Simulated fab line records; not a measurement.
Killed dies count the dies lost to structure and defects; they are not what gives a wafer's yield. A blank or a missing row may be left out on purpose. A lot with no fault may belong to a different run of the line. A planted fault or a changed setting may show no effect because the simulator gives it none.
The tool behind it: which one? -- flow nand-harc -- at 1 step of a route of 1159, 23 lots with 69 wafers sampled

## WHAT EACH GAUGE READ, for each wafer
NHARC_P_M2_CD_MEAS_16. Usual: cd-nm at 170.1 nm, with a standard deviation of 0.81.
lot,measured,on,cd-nm (nm),flag
L075,day 6 08:12,cd-sem-02,169.0 170.0 168.6,
L074,day 6 08:53,cd-sem-02,169.4 169.2 169.9,
L077,day 6 21:25,cd-sem-02,170.8 169.3 170.8,
L078,day 7 02:18,cd-sem-03,170.6 171.5 169.5,
L076,day 7 05:56,cd-sem-02,169.1 170.4 170.0,
L080,day 7 08:59,cd-sem-03,171.3 172.5 169.0,
L079,day 7 09:47,cd-sem-02,170.3 170.5 171.6,
L081,day 8 02:17,cd-sem-01,170.5 170.6 170.4,
L082,day 8 03:41,cd-sem-01,170.0 169.5 171.3,
L083,day 8 04:16,cd-sem-02,169.8 170.2 169.9,
L084,day 8 18:32,cd-sem-03,171.0 171.2 171.1,
L087,day 9 11:39,cd-sem-01,170.4 168.3 171.1,
L086,day 9 12:35,cd-sem-02,170.0 169.9 170.3,
L088,day 10 06:14,cd-sem-01,168.7 169.9 170.4,
L089,day 10 07:12,cd-sem-01,170.9 171.1 170.1,
L090,day 10 07:48,cd-sem-01,170.2 168.7 170.5,
L091,day 10 14:08,cd-sem-02,170.7 169.8 168.2,
L093,day 10 14:29,cd-sem-03,170.0 170.9 169.0,
L092,day 10 14:44,cd-sem-02,169.4 169.9 169.8,
L094,day 11 05:35,cd-sem-01,169.8 169.2 168.9,
L095,day 11 08:22,cd-sem-01,169.6 171.4 169.5,
L096,day 11 16:02,cd-sem-02,169.5 170.6 169.8,
L097,day 12 00:26,cd-sem-03,169.4 170.0 169.1,

## EACH LOT AND THE TOOL THAT RAN IT (in order: tool; ch and the chambers of the sampled wafers; start)
The record shows no process step preceding these readings.

## AS READ BY THE TOOLS THEMSELVES (means over the sampled wafers that have a number; for cases with no such wafer, the mark the record gives instead)
The record holds no such reading with a usual standard deviation.

## THE ANSWER, worked out from the rows above alone
Rule: take the mean of a lot's wafers that have a number; if it is more than 3 standard deviations from the usual mean, the lot is off. A lot without any number at a reading at which 4 lots or more have one is off too. The other lots that the step has rows for count as sound. The gauges are gone through in route order, then the tools' own readings, and for those a lot's mean is taken as printed above. The first step at which some lot is off is used, and at that step the reading that is off furthest; a lot without a number counts as furthest.
None of the lots is off at any reading shown; this tells nothing.

## WHAT THE SIMULATOR PUT IN
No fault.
